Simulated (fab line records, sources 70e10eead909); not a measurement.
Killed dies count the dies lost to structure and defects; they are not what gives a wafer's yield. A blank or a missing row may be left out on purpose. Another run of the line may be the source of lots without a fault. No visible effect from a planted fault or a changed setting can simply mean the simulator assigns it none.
Matching of chambers	flow nand-harc	4 sister chambers for NHARC_P_BONDPAD_CMP_19 on cmp-03
The step polishes, t overpolish 30 s, cu recess touch 16 s, target thk 160.81 nm. 4 wafers are shown with their chamber, then 9 later ones without.

## WAFERS WITH THEIR CHAMBER
wafer	chamber	motor-current-A (A)
L085.1	1	14.1
L085.2	0	12.6
L085.4	2	11.7
L085.5	3	11.8

## WAFERS WITHOUT THEIR CHAMBER
wafer	motor-current-A (A)
L090.3	11.8
L090.4	12.0
L090.5	14.3
L095.2	12.8
L095.3	11.0
L095.6	11.7
L097.1	12.1
L097.2	12.1
L097.4	13.2

## EACH ONE'S CHAMBER
wafer	from the rows above	in truth
L090.3	can't be placed: 3 or 2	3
L090.4	can't be placed: 3 or 2 or 0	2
L090.5	1	1
L095.2	0	0
L095.3	can't be placed: 2 or 3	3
L095.6	can't be placed: 2 or 3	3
L097.1	can't be placed: 3 or 2 or 0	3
L097.2	can't be placed: 3 or 2 or 0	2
L097.4	can't be placed: 0 or 1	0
Correct placement for 2 of the 9. Can't be placed from these rows: 7 (the true chamber is among the candidates in 7). Placed wrongly: 0.
How it was worked out, from the rows above alone: a wafer's distance from a chamber is the root of the sum, over the readings, of the square of ((its reading less the chamber's mean) divided by the reading's scatter). The wafer belongs to the nearest chamber; if the next one is less than 2 further off, it can't be placed. Each chamber's mean is taken over the wafers shown for it. The scatter: root of mean squared gap, hidden wafer to nearest shown wafer, with one shown wafer a chamber.
